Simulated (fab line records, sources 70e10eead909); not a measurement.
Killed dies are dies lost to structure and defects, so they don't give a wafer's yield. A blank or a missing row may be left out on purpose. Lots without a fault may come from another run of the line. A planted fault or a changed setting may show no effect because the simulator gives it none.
Chamber matching | flow nand_harc | NHARC_P_M2_DESCUM_14 on rie_diel-07: 4 sister chambers
The step chemistry O2, time 3 s. 16 wafers are shown with their chamber, then 8 later ones without.

WAFERS WITH THEIR CHAMBER
wafer  | chamber | showerhead_plenum_p_Torr (Torr) | drypump_motor_current_A (A) | oes_product_au (a.u.)
L076.2 | 3       | 1.83                            | 6.2                         | 0.997
L076.4 | 0       | 1.93                            | 6.0                         | 0.988
L076.6 | 0       | 1.94                            | 6.0                         | 0.992
L080.1 | 2       | 2.05                            | 5.5                         | 1.007
L080.2 | 3       | 1.83                            | 6.2                         | 1.006
L080.3 | 0       | 1.93                            | 6.0                         | 0.999
L080.4 | 1       | 2.06                            | 5.9                         | 1.004
L080.5 | 3       | 1.83                            | 6.2                         | 1.001
L080.6 | 0       | 1.93                            | 6.1                         | 1.000
L083.1 | 0       | 1.93                            | 6.0                         | 0.993
L083.2 | 1       | 2.06                            | 6.0                         | 1.001
L083.5 | 1       | 2.06                            | 6.0                         | 1.013
L085.1 | 1       | 2.06                            | 5.9                         | 0.991
L085.2 | 2       | 2.05                            | 5.4                         | 1.009
L085.3 | 3       | 1.83                            | 6.2                         | 0.995
L084.3 | 2       | 2.05                            | 5.5                         | 1.012

SIGNATURES (means of the wafers above)
reading                  | chamber 0 | chamber 1 | chamber 2 | chamber 3 | scatter within a chamber
showerhead_plenum_p_Torr | 1.9320    | 2.0600    | 2.0500    | 1.8300    | 0.00258
drypump_motor_current_A  | 6.020     | 5.950     | 5.467     | 6.200     | 0.0453
oes_product_au           | 0.99440   | 1.00225   | 1.00933   | 0.99975   | 0.006
Rule: a wafer's distance from a chamber is the root of the sum, over the readings, of the square of ((its reading less the chamber's mean) divided by the reading's scatter). The wafer belongs to the nearest chamber; if the next one is less than 2 further off, it can't be placed. The scatter: the root of (the sum of the squares of (reading less its chamber's mean) over the shown wafers, divided by (wafers less chambers)).

WAFERS WITHOUT THEIR CHAMBER
wafer  | showerhead_plenum_p_Torr (Torr) | drypump_motor_current_A (A) | oes_product_au (a.u.)
L084.4 | 1.83                            | 6.2                         | 1.005
L084.5 | 2.05                            | 5.5                         | 1.009
L089.2 | 2.05                            | 5.5                         | 1.013
L089.4 | 1.83                            | 6.2                         | 1.007
L089.5 | 2.05                            | 5.5                         | 1.018
L094.2 | 2.06                            | 5.9                         | 1.005
L094.5 | 1.83                            | 6.2                         | 1.021
L094.6 | 2.05                            | 5.5                         | 0.997

WHICH CHAMBER EACH WENT THROUGH
wafer  | from the rows above | in truth
L084.4 | 3                   | 3
L084.5 | 2                   | 2
L089.2 | 2                   | 2
L089.4 | 3                   | 3
L089.5 | 2                   | 2
L094.2 | 1                   | 1
L094.5 | 3                   | 3
L094.6 | 2                   | 2
Placed correctly: 8 of 8. Can't be placed from these rows: 0. Placed wrongly: 0.
